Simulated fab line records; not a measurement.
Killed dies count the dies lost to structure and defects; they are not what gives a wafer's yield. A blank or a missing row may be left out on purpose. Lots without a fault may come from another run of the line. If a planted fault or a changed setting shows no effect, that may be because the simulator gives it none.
Matching of chambers	flow n5-finfet	cvd-co-01 running N5_BEOL_M4_CO_CAP_55: 3 sister chambers
The step material Co, precursor CCTBA/H2, target thk 2 nm, time 102.1 s. 14 wafers are shown with their chamber, then 7 later ones without.

WAFERS, EACH WITH ITS CHAMBER
wafer	chamber	heater-power-w (W)	chamber-pressure-Torr (Torr)
L365.2	1	265	30.07
L365.3	2	188	30.12
L365.4	1	260	30.13
L367.1	2	181	30.00
L367.4	0	262	30.00
L367.6	2	183	29.99
L368.1	0	261	30.20
L368.3	1	264	29.91
L368.6	0	255	29.94
L370.2	2	183	29.99
L370.3	0	263	30.04
L370.5	2	184	30.09
L384.2	1	264	29.98
L384.3	0	256	29.99

SIGNATURES (means of the wafers above)
reading	chamber 0	chamber 1	chamber 2	scatter within a chamber
heater-power-w	259.40	263.25	183.80	2.93
chamber-pressure-Torr	30.0340	30.0225	30.0380	0.087
Rule: a wafer's distance from a chamber is the root of the sum, over the readings, of the square of ((its reading less the chamber's mean) divided by the reading's scatter). If the next closest chamber is less than 2 further off than the closest, the wafer can't be placed; otherwise it belongs to the closest. The scatter is the square root of a quotient: the sum, over the shown wafers, of each reading's squared deviation from its chamber's mean, divided by wafers minus chambers.

WAFERS MISSING THEIR CHAMBER
wafer	heater-power-w (W)	chamber-pressure-Torr (Torr)
L384.4	250	29.98
L385.2	189	30.01
L385.4	261	30.02
L385.6	184	29.92
L386.3	259	29.88
L386.5	261	29.98
L386.6	186	29.95

WHICH CHAMBER EACH ONE RAN IN
wafer	from the rows above	in truth
L384.4	can't be placed: 0 or 1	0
L385.2	2	2
L385.4	can't be placed: 0 or 1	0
L385.6	2	2
L386.3	can't be placed: 0 or 1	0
L386.5	can't be placed: 0 or 1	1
L386.6	2	2
Correct placement for 3 of the 7. Not placeable from these rows: 4 (in 4, the candidates include the true chamber). 0 placed wrongly.
